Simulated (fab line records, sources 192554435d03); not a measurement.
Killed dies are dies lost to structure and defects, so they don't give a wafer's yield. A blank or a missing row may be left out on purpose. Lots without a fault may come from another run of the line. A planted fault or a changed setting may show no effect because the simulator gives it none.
Which tool did it? | flow n5_finfet | 11 lots, 33 wafers sampled, at 1 step of a route of 1938

WHAT THE GAUGES READ, wafer by wafer
N5_PASSIVATION_OVL_MEAS_60.
lot  | measured     | on         | TV_OVL (nm)
L705 | day 12 22:41 | overlay-01 | -14 -9 -7
L708 | day 13 13:04 | overlay-01 | -4 -3 -5
L710 | day 13 23:23 | overlay-01 | 0 -5 3
L709 | day 14 02:42 | overlay-01 | 4 10 -2
L711 | day 14 05:24 | overlay-01 | 9 4 -4
L713 | day 14 13:41 | overlay-01 | 8 1 6
L714 | day 14 23:05 | overlay-01 | 3 3 5
L723 | day 17 00:36 | overlay-02 | 11 8 11
L724 | day 17 05:31 | overlay-02 | 10 8 7
L727 | day 18 21:32 | overlay-01 | 5 12 1
L728 | day 18 22:29 | overlay-01 | 2 -1 1

WHICH TOOL RAN EACH LOT (tool, then ch and the chambers of the sampled wafers, then the start)
The record holds no process step before these readings.

THE ANSWER, worked out from the rows above alone
Rule: what is usual is taken from the lots themselves. Put in order of their means at a reading, lots are off if they are a third of the lots or fewer, leave a main group of 4 or more, and stand apart from it by a gap of 3 or more times the standard deviation of the main group's means; of several such gaps the widest counts. A main group whose means are all the same, to the digits that the tables above print for the reading, isn't used. A lot without any number at a reading at which 4 lots or more have one is off too. The other lots that the step has rows for count as sound.
No lot is off at any reading shown: from this, nothing can be told.

WHAT THE SIMULATOR HAD PUT IN
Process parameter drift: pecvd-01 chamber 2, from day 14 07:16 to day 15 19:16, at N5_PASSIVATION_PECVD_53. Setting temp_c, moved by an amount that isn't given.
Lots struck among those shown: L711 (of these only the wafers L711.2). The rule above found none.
